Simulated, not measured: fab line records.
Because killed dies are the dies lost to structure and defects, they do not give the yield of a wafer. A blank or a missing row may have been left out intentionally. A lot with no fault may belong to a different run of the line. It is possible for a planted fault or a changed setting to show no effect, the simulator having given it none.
Matching of chambers || flow nandHarc || cmp-02 running NHARC_A_STAIRCASE_CMP_472: 4 sister chambers
The step polishes SiO2. 8 wafers are shown with their chamber, then 8 later ones without.

EACH WAFER AND ITS CHAMBER
{"wafer": "L076.2", "chamber": 3, "motorCurrentA (A)": 11.7, "edgeZonePressureFrac": 0.998}
{"wafer": "L083.1", "chamber": 1, "motorCurrentA (A)": 12.1, "edgeZonePressureFrac": 1.000}
{"wafer": "L083.2", "chamber": 2, "motorCurrentA (A)": 11.4, "edgeZonePressureFrac": 1.011}
{"wafer": "L083.3", "chamber": 0, "motorCurrentA (A)": 10.2, "edgeZonePressureFrac": 1.004}
{"wafer": "L086.1", "chamber": 3, "motorCurrentA (A)": 11.2, "edgeZonePressureFrac": 1.007}
{"wafer": "L086.2", "chamber": 2, "motorCurrentA (A)": 11.4, "edgeZonePressureFrac": 1.000}
{"wafer": "L086.5", "chamber": 1, "motorCurrentA (A)": 11.4, "edgeZonePressureFrac": 0.994}
{"wafer": "L087.1", "chamber": 0, "motorCurrentA (A)": 10.4, "edgeZonePressureFrac": 0.994}

WAFERS WITH NO CHAMBER GIVEN
{"wafer": "L087.5", "motorCurrentA (A)": 10.9, "edgeZonePressureFrac": 0.992}
{"wafer": "L087.6", "motorCurrentA (A)": 11.7, "edgeZonePressureFrac": 1.003}
{"wafer": "L090.1", "motorCurrentA (A)": 11.5, "edgeZonePressureFrac": 1.008}
{"wafer": "L090.4", "motorCurrentA (A)": 10.3, "edgeZonePressureFrac": 1.004}
{"wafer": "L090.5", "motorCurrentA (A)": 10.1, "edgeZonePressureFrac": 1.002}
{"wafer": "L093.1", "motorCurrentA (A)": 11.8, "edgeZonePressureFrac": 0.993}
{"wafer": "L093.2", "motorCurrentA (A)": 11.6, "edgeZonePressureFrac": 1.002}
{"wafer": "L093.4", "motorCurrentA (A)": 11.2, "edgeZonePressureFrac": 0.998}

CHAMBER TAKEN BY EACH
{"wafer": "L087.5", "from the rows above": "can't be placed: 0 or 3 or 2 or 1", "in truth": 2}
{"wafer": "L087.6", "from the rows above": "can't be placed: 3 or 1 or 2", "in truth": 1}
{"wafer": "L090.1", "from the rows above": "can't be placed: 2 or 3 or 1", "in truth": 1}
{"wafer": "L090.4", "from the rows above": 0, "in truth": 0}
{"wafer": "L090.5", "from the rows above": 0, "in truth": 0}
{"wafer": "L093.1", "from the rows above": "can't be placed: 1 or 3 or 2", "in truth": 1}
{"wafer": "L093.2", "from the rows above": "can't be placed: 3 or 2 or 1", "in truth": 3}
{"wafer": "L093.4", "from the rows above": "can't be placed: 3 or 2 or 1 or 0", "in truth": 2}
Correctly placed: 2 of 8. From these rows, 6 cannot be placed; in 6 the true chamber is one of the candidates. Number placed wrongly: 0.
How it was worked out, from the rows above alone: a wafer's distance from a chamber is the root of the sum, over the readings, of the square of ((its reading less the chamber's mean) divided by the reading's scatter). The wafer belongs to the nearest chamber; if the next one is less than 2 further off, it can't be placed. A chamber's mean is the mean of its shown wafers. The scatter: take each reading less its chamber's mean, square it, sum over the shown wafers, divide by the number of wafers less the number of chambers, and take the root.
